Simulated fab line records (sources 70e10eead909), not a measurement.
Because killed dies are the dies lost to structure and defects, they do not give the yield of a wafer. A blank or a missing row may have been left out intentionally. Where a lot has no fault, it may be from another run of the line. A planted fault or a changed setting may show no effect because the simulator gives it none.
Comparing a struck lot with a sound one ; flow nand_harc ; 15 out of 1159 route steps
Sound: the wafers L425.3, L425.4, L425.5. Struck: wafer L443.3 (left out: L443.1, L443.5 of the same lot, which were not struck); the cause appears at the end.
For every step that has rows: the tool of each side, followed by ch and its chambers, followed by its first start. Under that, the readings that differ: sound wafers ; struck wafers ; difference of the means ; sigmas: that difference in standard deviations of wafers without a fault.
alike: a reading whose means differ by less than 2 such deviations, as well as words and numbers matching on both sides. not compared: withheld readings; readings where some wafer has no value; bounds like >300 that might hide an equal value; numbers whose values overlap and for which the record gives no deviation.
Wherever a step has rows on one side only, a row that says differs or no value, or a row with sigmas, the two part there. When numbers do not overlap yet have no deviation, they are printed without sigmas and do not part them. A reading missing from all wafers of one side parts the sides only when that side holds two or more wafers.

first, 4 steps without rows for these wafers: NHARC_P_BONDPAD_EBR_05; NHARC_P_BONDPAD_EXPOSE_06 (exposes mask P BPAD); NHARC_P_BONDPAD_PEB_07 (peb time 80 s); NHARC_P_BONDPAD_DEVELOP_08 (time 50 s).
NHARC_P_BONDPAD_CD_MEAS_09 targets a cd of 500 nm.
  sound on cd_sem-01 ch 0, day 6 11:49; struck on cd_sem-02 ch 0, day 11 09:19
  alike: cd_nm
NHARC_P_BONDPAD_OVL_MEAS_38:
  sound: overlay-02 at day 6 11:54; struck: overlay-02 at day 11 09:25
  alike: overlay_x_nm, overlay_y_nm
then, 1 step without rows for these wafers: NHARC_P_BONDPAD_HARDBAKE_10 (time 65 s).
NHARC_P_BONDPAD_DESCUM_11: chemistry O2, time 3 s.
  sound on rie_diel-07 ch 0,2, day 6 12:02; struck on rie_diel-07 ch 1, day 11 09:32
  alike: chamber_pressure_mTorr, drypump_motor_current_A, oes_product_au, rf_vpp_V, showerhead_plenum_p_Torr, throttle_valve_pct
  not compared: rf_hours_counter_h
NHARC_P_BONDPAD_ETCH_37: etches the open film in N2/H2, target depth 60 nm, overetch 18 nm, time 65.91 s.
  sound on rie_diel-07 ch 1,2,3, day 6 12:07; struck on rie_diel-07 ch 2, day 11 09:37
  alike: chamber_pressure_mTorr, drypump_motor_current_A, oes_product_au, rf_vpp_V, run_length_s, showerhead_plenum_p_Torr, throttle_valve_pct
  not compared: rf_hours_counter_h
NHARC_P_BONDPAD_ETCH_12: etches the open film in CHF3/O2, target depth 200 nm, time 100 s.
  sound: rie_diel-07 ch 1,2,3; struck: rie_diel-07 ch 1
reading;sound;struck;difference;sigmas
oes_product_au (a.u.);0.922 0.919 0.929;0.987;+0.064;+3
  alike: chamber_pressure_mTorr, chf3_flow_sccm, drypump_motor_current_A, rf_vpp_V, run_length_s, showerhead_plenum_p_Torr, throttle_valve_pct
  not compared: rf_hours_counter_h
NHARC_P_BONDPAD_CD_MEAS_13:
  sound: cd_sem-01 at day 6 12:20; struck: cd_sem-02 at day 11 09:51
  alike: cd_nm
NHARC_P_BONDPAD_STRIP_15: strips in O2.
  sound on rie_diel-07 ch 0,1,2, day 6 12:26; struck on rie_diel-07 ch 0, day 11 09:56
  alike: chamber_pressure_mTorr, drypump_motor_current_A, oes_product_au, rf_vpp_V, showerhead_plenum_p_Torr, throttle_valve_pct
  not compared: rf_hours_counter_h
NHARC_P_BONDPAD_ETCH_24: etches the open film in CF4/N2, target depth 30 nm, time 72.99 s.
  sound on rie_diel-07 ch 1,3, day 6 12:34; struck on rie_diel-07 ch 1, day 11 10:05
reading;sound;struck;difference;sigmas
oes_product_au (a.u.);1.009 0.991 0.993;1.024;+0.026;+3
run_length_s (s);94.3 94.3 94.5;91.5;-2.9;-7
  alike: chamber_pressure_mTorr, drypump_motor_current_A, rf_vpp_V, showerhead_plenum_p_Torr, throttle_valve_pct
  not compared: rf_hours_counter_h
then, 1 step without rows for these wafers: NHARC_P_BONDPAD_STRIP_16 (strips in post etch residue remover, time 600 s).
-- break in the record here, with 14 days between the starts of the struck wafers on either side (left off in module P_BONDPAD, picked up again in module END, where the first step shown is number 1159 on the route) --
NHARC_END_SORT_01:
  sound on prober-01 ch 0, day 19 18:37; struck on prober-02 ch 0, day 25 01:20
reading;sound;struck;difference;sigmas
killed_at_other;2 1 3;0;-2;-2
killed_open;3 4 4;0;-4;-2
  alike: defect_limited_yield, killed_at_array, killed_at_periphery, killed_dies, killed_short, sort_bin_2_pct, sort_bin_3_pct, sort_bin_4_pct, sort_n_pass, sort_rim_yield_pct, sort_yield_pct

WHERE THEY PART
Earliest at NHARC_P_BONDPAD_ETCH_12; latest, in this record, at NHARC_END_SORT_01.

WHY: what the simulator had put in
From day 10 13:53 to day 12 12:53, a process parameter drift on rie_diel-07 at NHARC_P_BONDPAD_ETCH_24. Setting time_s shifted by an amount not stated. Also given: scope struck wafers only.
